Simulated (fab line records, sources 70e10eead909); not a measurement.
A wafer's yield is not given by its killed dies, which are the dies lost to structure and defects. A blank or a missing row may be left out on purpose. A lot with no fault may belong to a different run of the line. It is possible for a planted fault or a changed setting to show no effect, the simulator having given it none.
Which tool did it? :: flow nandHarc :: 10 lots, 30 wafers sampled, at 6 steps of a route of 1302

== WHAT EACH GAUGE READ, for each wafer ==
NHARC_P_M2_INSPECT_27. Usual: 325 for rawDefectCount, sd 130.
lot: L996
measured: day 5 18:49
on: defectInspect-01
rawDefectCount: 241 220 186
flag: 

lot: L999
measured: day 6 12:25
on: defectInspect-01
rawDefectCount: 229 297 265
flag: 

lot: L101
measured: day 7 21:22
on: defectInspect-02
rawDefectCount: 240 259 253
flag: 

lot: L103
measured: day 8 18:01
on: defectInspect-01
rawDefectCount: 267 276 309
flag: 

lot: L105
measured: day 9 12:40
on: defectInspect-02
rawDefectCount: 741 334 436
flag: 

lot: L110
measured: day 11 14:02
on: defectInspect-02
rawDefectCount: 321 243 304
flag: 

lot: L112
measured: day 12 04:00
on: defectInspect-01
rawDefectCount: 142 219 312
flag: 

lot: L113
measured: day 12 16:16
on: defectInspect-02
rawDefectCount: 197 176 267
flag: 

lot: L118
measured: day 14 16:43
on: defectInspect-02
rawDefectCount: 578 402 697
flag: 

lot: L119
measured: day 14 22:46
on: defectInspect-01
rawDefectCount: 365 278 233
flag: 

NHARC_P_BONDPAD_CD_MEAS_09: target cd 500 nm. Usual: 500.0 nm for cdNm, sd 1.6.
lot: L996
measured: day 5 20:47
on: cdSem-02
cdNm (nm): 499.7 500.2 499.8
flag: 

lot: L999
measured: day 6 14:12
on: cdSem-02
cdNm (nm): 502.4 501.5 503.6
flag: 

lot: L101
measured: day 7 23:10
on: cdSem-02
cdNm (nm): 499.8 499.6 500.4
flag: 

lot: L103
measured: day 8 19:40
on: cdSem-01
cdNm (nm): 510.6 509.4 507.2
flag: OFF

lot: L105
measured: day 9 14:35
on: cdSem-03
cdNm (nm): 509.1 509.5 508.2
flag: OFF

lot: L110
measured: day 11 15:48
on: cdSem-03
cdNm (nm): 505.8 506.0 505.2
flag: OFF

lot: L112
measured: day 12 05:47
on: cdSem-02
cdNm (nm): 504.7 505.4 504.7
flag: OFF

lot: L113
measured: day 12 18:03
on: cdSem-03
cdNm (nm): 501.2 499.4 500.9
flag: 

lot: L118
measured: day 14 18:30
on: cdSem-01
cdNm (nm): 497.8 497.7 498.0
flag: 

lot: L119
measured: day 15 00:50
on: cdSem-03
cdNm (nm): 500.6 500.4 502.4
flag: 

NHARC_END_SORT_01. Usual: defectLimitedYield 92.3 %, standard deviation 2.2; killedAtArray 47, standard deviation 14; killedAtOther 0.5, standard deviation 0.72; killedAtPeriphery 4, standard deviation 3.1; killedDies 52, standard deviation 15; killedOpen 3.2, standard deviation 1.9; killedShort 2.4, standard deviation 1.7; sort_bin_2_pct 2.7 %, standard deviation 1.1; sort_bin_3_pct 0.6 %, standard deviation 0.34; sort_bin_4_pct 4.4 %, standard deviation 1.3; sortNPass 625, standard deviation 15; sortRimYieldPct 90 %, standard deviation 4.3; sortYieldPct 92.3 %, standard deviation 2.2.
lot: L996
measured: day 24 01:45
on: prober-02
defectLimitedYield (%): 90.3 90.7 88.6
killedAtArray: 64 59 75
killedAtOther: 0 1 1
killedAtPeriphery: 2 3 1
killedDies: 66 63 77
killedOpen: 2 4 4
killedShort: 1 5 4
sort_bin_2_pct (%): 2.5 4.1 3.2
sort_bin_3_pct (%): 0.6 0.4 0.1
sort_bin_4_pct (%): 6.6 4.7 8.0
sortNPass: 611 614 600
sortRimYieldPct (%): 90 87 92
sortYieldPct (%): 90.3 90.7 88.6
flag: 

lot: L999
measured: day 24 04:23
on: prober-01
defectLimitedYield (%): 92.3 90.3 91.0
killedAtArray: 50 62 57
killedAtOther: 1 1 1
killedAtPeriphery: 1 3 3
killedDies: 52 66 61
killedOpen: 5 5 2
killedShort: 6 2 1
sort_bin_2_pct (%): 1.9 3.0 1.5
sort_bin_3_pct (%): 0.9 1.0 0.6
sort_bin_4_pct (%): 4.9 5.8 6.9
sortNPass: 625 611 616
sortRimYieldPct (%): 87 89 82
sortYieldPct (%): 92.3 90.3 91.0
flag: 

lot: L101
measured: day 25 16:12
on: prober-01
defectLimitedYield (%): 96.3 95.3 97.0
killedAtArray: 24 29 16
killedAtOther: 0 0 1
killedAtPeriphery: 1 3 3
killedDies: 25 32 20
killedOpen: 4 5 3
killedShort: 1 3 1
sort_bin_2_pct (%): 0.9 1.6 0.6
sort_bin_3_pct (%): 0.1 0.1 0.3
sort_bin_4_pct (%): 2.7 3.0 2.1
sortNPass: 652 645 657
sortRimYieldPct (%): 94 97 97
sortYieldPct (%): 96.3 95.3 97.0
flag: 

lot: L103
measured: day 26 20:35
on: prober-01
defectLimitedYield (%): 89.5 92.9 91.7
killedAtArray: 69 45 49
killedAtOther: 1 0 0
killedAtPeriphery: 1 3 7
killedDies: 71 48 56
killedOpen: 2 5 4
killedShort: 2 2 2
sort_bin_2_pct (%): 3.8 2.5 2.4
sort_bin_3_pct (%): 0.9 0.4 0.6
sort_bin_4_pct (%): 5.8 4.1 5.3
sortNPass: 606 629 621
sortRimYieldPct (%): 82 87 88
sortYieldPct (%): 89.5 92.9 91.7
flag: 

lot: L105
measured: day 31 23:00
on: prober-01
defectLimitedYield (%): 90.1 92.0 89.4
killedAtArray: 55 52 64
killedAtOther: 2 1 2
killedAtPeriphery: 10 1 6
killedDies: 67 54 72
killedOpen: 6 2 5
killedShort: 2 2 0
sort_bin_2_pct (%): 3.8 2.4 3.7
sort_bin_3_pct (%): 0.4 0.3 0.7
sort_bin_4_pct (%): 5.6 5.3 6.2
sortNPass: 610 623 605
sortRimYieldPct (%): 91 86 91
sortYieldPct (%): 90.1 92.0 89.4
flag: 

lot: L110
measured: day 32 10:55
on: prober-02
defectLimitedYield (%): 94.2 93.5 93.2
killedAtArray: 37 40 42
killedAtOther: 1 0 1
killedAtPeriphery: 1 4 3
killedDies: 39 44 46
killedOpen: 2 1 4
killedShort: 0 1 1
sort_bin_2_pct (%): 1.9 2.1 1.9
sort_bin_3_pct (%): 0.1 0.3 1.0
sort_bin_4_pct (%): 3.7 4.1 3.8
sortNPass: 638 633 631
sortRimYieldPct (%): 90 89 88
sortYieldPct (%): 94.2 93.5 93.2
flag: 

lot: L112
measured: day 33 00:52
on: prober-02
defectLimitedYield (%): 90.5 93.4 91.4
killedAtArray: 61 41 57
killedAtOther: 0 0 0
killedAtPeriphery: 3 4 1
killedDies: 64 45 58
killedOpen: 3 1 1
killedShort: 3 2 1
sort_bin_2_pct (%): 4.6 2.2 3.1
sort_bin_3_pct (%): 0.1 0.3 0.3
sort_bin_4_pct (%): 4.7 4.1 5.2
sortNPass: 613 632 619
sortRimYieldPct (%): 88 86 89
sortYieldPct (%): 90.5 93.4 91.4
flag: 

lot: L113
measured: day 33 06:16
on: prober-01
defectLimitedYield (%): 95.3 94.4 93.4
killedAtArray: 28 32 37
killedAtOther: 0 1 2
killedAtPeriphery: 4 5 6
killedDies: 32 38 45
killedOpen: 1 6 6
killedShort: 1 0 2
sort_bin_2_pct (%): 1.8 1.8 2.1
sort_bin_3_pct (%): 0.1 0.1 0.4
sort_bin_4_pct (%): 2.8 3.7 4.1
sortNPass: 645 639 632
sortRimYieldPct (%): 87 93 89
sortYieldPct (%): 95.3 94.4 93.4
flag: 

lot: L118
measured: day 34 08:01
on: prober-02
defectLimitedYield (%): 92.8 95.3 93.8
killedAtArray: 46 29 40
killedAtOther: 0 1 0
killedAtPeriphery: 3 2 2
killedDies: 49 32 42
killedOpen: 2 4 2
killedShort: 3 2 3
sort_bin_2_pct (%): 2.1 2.1 1.9
sort_bin_3_pct (%): 0.1 0.1 0
sort_bin_4_pct (%): 5.0 2.5 4.3
sortNPass: 628 645 635
sortRimYieldPct (%): 93 88 97
sortYieldPct (%): 92.8 95.3 93.8
flag: 

lot: L119
measured: day 34 00:11
on: prober-02
defectLimitedYield (%): 90.5 88.3 89.8
killedAtArray: 62 70 62
killedAtOther: 0 0 0
killedAtPeriphery: 2 9 7
killedDies: 64 79 69
killedOpen: 1 7 1
killedShort: 1 3 3
sort_bin_2_pct (%): 3.4 5.2 3.5
sort_bin_3_pct (%): 0.9 0.9 1.5
sort_bin_4_pct (%): 5.2 5.6 5.2
sortNPass: 613 598 608
sortRimYieldPct (%): 82 83 87
sortYieldPct (%): 90.5 88.3 89.8
flag: 

== WHAT TOOL EACH LOT RAN ON (gives the tool, then ch and the chambers of the sampled wafers, and finally the start) ==
lot: L996
NHARC_P_M2_STRIP_18: rieDiel-08 ch 0,2, day 5 16:32
NHARC_P_BONDPAD_EXPOSE_06: krfScanner-02 ch 0, day 5 20:38
NHARC_P_BONDPAD_ETCH_12: rieDiel-10 ch 0,1, day 24 01:45 or earlier

lot: L999
NHARC_P_M2_STRIP_18: rieDiel-12 ch 0,2,3, day 6 10:18
NHARC_P_BONDPAD_EXPOSE_06: krfScanner-02 ch 0, day 6 14:03
NHARC_P_BONDPAD_ETCH_12: rieDiel-01 ch 1,2,3, day 24 04:23 or earlier

lot: L101
NHARC_P_M2_STRIP_18: rieDiel-06 ch 0,1,2, day 7 19:13
NHARC_P_BONDPAD_EXPOSE_06: krfScanner-02 ch 0, day 7 23:01
NHARC_P_BONDPAD_ETCH_12: rieDiel-11 ch 1,2, day 25 16:12 or earlier

lot: L103
NHARC_P_M2_STRIP_18: rieDiel-06 ch 0,1,2, day 8 15:52
NHARC_P_BONDPAD_EXPOSE_06: krfScanner-02 ch 0, day 8 19:31
NHARC_P_BONDPAD_ETCH_12: rieDiel-10 ch 0,1,2, day 26 20:35 or earlier

lot: L105
NHARC_P_M2_STRIP_18: rieDiel-06 ch 1,2, day 9 10:28
NHARC_P_BONDPAD_EXPOSE_06: krfScanner-02 ch 0, day 9 14:26
NHARC_P_BONDPAD_ETCH_12: rieDiel-11 ch 1,2,3, day 31 23:00 or earlier

lot: L110
NHARC_P_M2_STRIP_18: rieDiel-06 ch 0,1,3, day 11 11:32
NHARC_P_BONDPAD_EXPOSE_06: krfScanner-02 ch 0, day 11 15:39
NHARC_P_BONDPAD_ETCH_12: rieDiel-11 ch 0,2, day 32 10:55 or earlier

lot: L112
NHARC_P_M2_STRIP_18: rieDiel-08 ch 0,1,2, day 12 01:50
NHARC_P_BONDPAD_EXPOSE_06: krfScanner-02 ch 0, day 12 05:38
NHARC_P_BONDPAD_ETCH_12: rieDiel-01 ch 2,3, day 33 00:52 or earlier

lot: L113
NHARC_P_M2_STRIP_18: rieDiel-12 ch 2,3, day 12 14:02
NHARC_P_BONDPAD_EXPOSE_06: krfScanner-01 ch 0, day 12 17:54
NHARC_P_BONDPAD_ETCH_12: rieDiel-01 ch 1,2, day 33 06:16 or earlier

lot: L118
NHARC_P_M2_STRIP_18: rieDiel-08 ch 0,1,2, day 14 14:31
NHARC_P_BONDPAD_EXPOSE_06: krfScanner-01 ch 0, day 14 18:21
NHARC_P_BONDPAD_ETCH_12: rieDiel-11 ch 0,1,2, day 34 08:01 or earlier

lot: L119
NHARC_P_M2_STRIP_18: rieDiel-08 ch 0,2,3, day 14 20:32
NHARC_P_BONDPAD_EXPOSE_06: krfScanner-03 ch 0, day 15 00:41
NHARC_P_BONDPAD_ETCH_12: rieDiel-11 ch 0,1, day 34 00:11 or earlier
- NHARC_P_M2_STRIP_18: strips in N2/H2.
- NHARC_P_BONDPAD_EXPOSE_06: exposes mask P BPAD.
- NHARC_P_BONDPAD_ETCH_12: etches the open film in CHF3/O2, target depth 200 nm, time 100 s.

== AS READ BY THE TOOLS THEMSELVES (means over the sampled wafers that have a number; for cases with no such wafer, the mark the record gives instead) ==
NHARC_P_M2_STRIP_18. Usual: chamberPressureMTorr 30.001 mTorr, standard deviation 0.027; drypumpMotorCurrentA 5.8 A, standard deviation 0.46; oesProductAu 1.001 a.u., standard deviation 0.0074; rfVppV 90.9 V, standard deviation 0.95; showerheadPlenumPTorr 2.09 Torr, standard deviation 0.07; throttleValvePct 14.171 %, standard deviation 0.009.
lot: L996
tool: rieDiel-08
chamberPressureMTorr (mTorr): 30.020
drypumpMotorCurrentA (A): 5.3
oesProductAu (a.u.): 1.004
rfVppV (V): 91.4
showerheadPlenumPTorr (Torr): 2.08
throttleValvePct (%): 14.166
flag: 

lot: L999
tool: rieDiel-12
chamberPressureMTorr (mTorr): 29.999
drypumpMotorCurrentA (A): 6.3
oesProductAu (a.u.): 1.002
rfVppV (V): 90.5
showerheadPlenumPTorr (Torr): 2.05
throttleValvePct (%): 14.172
flag: 

lot: L101
tool: rieDiel-06
chamberPressureMTorr (mTorr): 29.994
drypumpMotorCurrentA (A): 5.9
oesProductAu (a.u.): 1.012
rfVppV (V): 91.3
showerheadPlenumPTorr (Torr): 2.12
throttleValvePct (%): 14.174
flag: 

lot: L103
tool: rieDiel-06
chamberPressureMTorr (mTorr): 29.973
drypumpMotorCurrentA (A): 5.9
oesProductAu (a.u.): 0.994
rfVppV (V): 91.0
showerheadPlenumPTorr (Torr): 2.12
throttleValvePct (%): 14.167
flag: 

lot: L105
tool: rieDiel-06
chamberPressureMTorr (mTorr): 30.006
drypumpMotorCurrentA (A): 5.7
oesProductAu (a.u.): 1.004
rfVppV (V): 91.0
showerheadPlenumPTorr (Torr): 2.14
throttleValvePct (%): 14.176
flag: 

lot: L110
tool: rieDiel-06
chamberPressureMTorr (mTorr): 30.028
drypumpMotorCurrentA (A): 5.6
oesProductAu (a.u.): 0.997
rfVppV (V): 90.8
showerheadPlenumPTorr (Torr): 2.08
throttleValvePct (%): 14.175
flag: 

lot: L112
tool: rieDiel-08
chamberPressureMTorr (mTorr): 30.031
drypumpMotorCurrentA (A): 5.4
oesProductAu (a.u.): 0.993
rfVppV (V): 91.5
showerheadPlenumPTorr (Torr): 2.12
throttleValvePct (%): 14.176
flag: 

lot: L113
tool: rieDiel-12
chamberPressureMTorr (mTorr): 29.978
drypumpMotorCurrentA (A): 6.1
oesProductAu (a.u.): 1.002
rfVppV (V): 90.7
showerheadPlenumPTorr (Torr): 2.07
throttleValvePct (%): 14.164
flag: 

lot: L118
tool: rieDiel-08
chamberPressureMTorr (mTorr): 30.010
drypumpMotorCurrentA (A): 5.4
oesProductAu (a.u.): 0.998
rfVppV (V): 91.5
showerheadPlenumPTorr (Torr): 2.12
throttleValvePct (%): 14.167
flag: 

lot: L119
tool: rieDiel-08
chamberPressureMTorr (mTorr): 29.998
drypumpMotorCurrentA (A): 5.8
oesProductAu (a.u.): 0.991
rfVppV (V): 91.2
showerheadPlenumPTorr (Torr): 2.04
throttleValvePct (%): 14.174
flag: 

NHARC_P_BONDPAD_EXPOSE_06. Usual: 37.03 for exposureDoseMJCm2, sd 0.04.
lot: L996
tool: krfScanner-02
exposureDoseMJCm2: 37.04
flag: 

lot: L999
tool: krfScanner-02
exposureDoseMJCm2: 37.04
flag: 

lot: L101
tool: krfScanner-02
exposureDoseMJCm2: 36.99
flag: 

lot: L103
tool: krfScanner-02
exposureDoseMJCm2: 47.08
flag: OFF

lot: L105
tool: krfScanner-02
exposureDoseMJCm2: 45.05
flag: OFF

lot: L110
tool: krfScanner-02
exposureDoseMJCm2: 43.47
flag: OFF

lot: L112
tool: krfScanner-02
exposureDoseMJCm2: 43.47
flag: OFF

lot: L113
tool: krfScanner-01
exposureDoseMJCm2: 37.01
flag: 

lot: L118
tool: krfScanner-01
exposureDoseMJCm2: 37.05
flag: 

lot: L119
tool: krfScanner-03
exposureDoseMJCm2: 37.06
flag: 

NHARC_P_BONDPAD_ETCH_12. Usual: value, then standard deviation, for each; chamberPressureMTorr 25.000 mTorr / 0.023; drypumpMotorCurrentA 5.7 A / 0.37; o2FlowSccm 10.001 sccm / 0.03; oesProductAu 0.945 a.u. / 0.024; rfVppV 371.5 V / 2.1; showerheadPlenumPTorr 2.44 Torr / 0.092; throttleValvePct 20.572 % / 0.0079.
lot: L996
tool: rieDiel-10
chamberPressureMTorr (mTorr): 25.004
drypumpMotorCurrentA (A): 5.8
o2FlowSccm (sccm): 9.984
oesProductAu (a.u.): 0.971
rfVppV (V): 371.6
showerheadPlenumPTorr (Torr): 2.48
throttleValvePct (%): 20.575
flag: 

lot: L999
tool: rieDiel-01
chamberPressureMTorr (mTorr): 24.989
drypumpMotorCurrentA (A): 5.4
o2FlowSccm (sccm): 10.001
oesProductAu (a.u.): 0.923
rfVppV (V): 369.4
showerheadPlenumPTorr (Torr): 2.34
throttleValvePct (%): 20.573
flag: 

lot: L101
tool: rieDiel-11
chamberPressureMTorr (mTorr): 25.000
drypumpMotorCurrentA (A): 5.9
o2FlowSccm (sccm): 9.987
oesProductAu (a.u.): 0.961
rfVppV (V): 371.6
showerheadPlenumPTorr (Torr): 2.42
throttleValvePct (%): 20.573
flag: 

lot: L103
tool: rieDiel-10
chamberPressureMTorr (mTorr): 25.015
drypumpMotorCurrentA (A): 5.8
o2FlowSccm (sccm): 10.036
oesProductAu (a.u.): 0.926
rfVppV (V): 370.7
showerheadPlenumPTorr (Torr): 2.41
throttleValvePct (%): 20.571
flag: 

lot: L105
tool: rieDiel-11
chamberPressureMTorr (mTorr): 25.000
drypumpMotorCurrentA (A): 5.7
o2FlowSccm (sccm): 10.015
oesProductAu (a.u.): 0.976
rfVppV (V): 372.0
showerheadPlenumPTorr (Torr): 2.48
throttleValvePct (%): 20.569
flag: 

lot: L110
tool: rieDiel-11
chamberPressureMTorr (mTorr): 25.003
drypumpMotorCurrentA (A): 5.7
o2FlowSccm (sccm): 10.027
oesProductAu (a.u.): 0.971
rfVppV (V): 371.6
showerheadPlenumPTorr (Torr): 2.46
throttleValvePct (%): 20.574
flag: 

lot: L112
tool: rieDiel-01
chamberPressureMTorr (mTorr): 25.003
drypumpMotorCurrentA (A): 5.6
o2FlowSccm (sccm): 10.007
oesProductAu (a.u.): 0.922
rfVppV (V): 369.6
showerheadPlenumPTorr (Torr): 2.35
throttleValvePct (%): 20.580
flag: 

lot: L113
tool: rieDiel-01
chamberPressureMTorr (mTorr): 25.000
drypumpMotorCurrentA (A): 5.3
o2FlowSccm (sccm): 10.002
oesProductAu (a.u.): 0.961
rfVppV (V): 369.4
showerheadPlenumPTorr (Torr): 2.34
throttleValvePct (%): 20.563
flag: 

lot: L118
tool: rieDiel-11
chamberPressureMTorr (mTorr): 24.987
drypumpMotorCurrentA (A): 5.8
o2FlowSccm (sccm): 9.971
oesProductAu (a.u.): 0.970
rfVppV (V): 372.0
showerheadPlenumPTorr (Torr): 2.43
throttleValvePct (%): 20.576
flag: 

lot: L119
tool: rieDiel-11
chamberPressureMTorr (mTorr): 24.951
drypumpMotorCurrentA (A): 5.9
o2FlowSccm (sccm): 10.016
oesProductAu (a.u.): 0.967
rfVppV (V): 370.5
showerheadPlenumPTorr (Torr): 2.41
throttleValvePct (%): 20.574
flag: 

== THE ANSWER, worked out from the rows above alone ==
Rule: take the mean of a lot's wafers that have a number; if it is more than 3 standard deviations from the usual mean, the lot is off. A lot without any number at a reading at which 4 lots or more have one is off too. Where the step has rows for the other lots, those lots are counted as sound. The gauges are gone through in route order, then the tools' own readings, and for those a lot's mean is taken as printed above. The first step at which some lot is off is used, and at that step the reading that is off furthest; a lot without a number counts as furthest.
Off: L103, L105, L110, L112, at NHARC_P_BONDPAD_CD_MEAS_09 (cdNm).
If a tool, at a process step before that reading, ran all the lots that are off and no sound lot after the first of them, it fits. The gauges at NHARC_P_BONDPAD_CD_MEAS_09 aren't tried: what is off there is off at NHARC_P_BONDPAD_EXPOSE_06 too, on other tools, and a gauge's error can't cause that. One candidate fits, namely krfScanner-02 at NHARC_P_BONDPAD_EXPOSE_06. A fault onset in the window from L101 (day 7 23:01, its last sound lot) to L103 (day 8 19:31, its first lot off) fits.
On the lots that are off, the tool's own readings at NHARC_P_BONDPAD_EXPOSE_06 differ by more than 5 times the standard deviation of the sound lots' means, which bears it out; exposureDoseMJCm2 reads 44.77 there versus 37.03 on the sound lots.

== WHAT THE SIMULATOR HAD PUT IN ==
Drift in process parameters on krfScanner-02 at NHARC_P_BONDPAD_EXPOSE_06, starting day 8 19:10. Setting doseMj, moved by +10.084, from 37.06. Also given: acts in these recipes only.
Shown lots that were struck: L103, L105, L110, L112. The rule above reached the same finding.
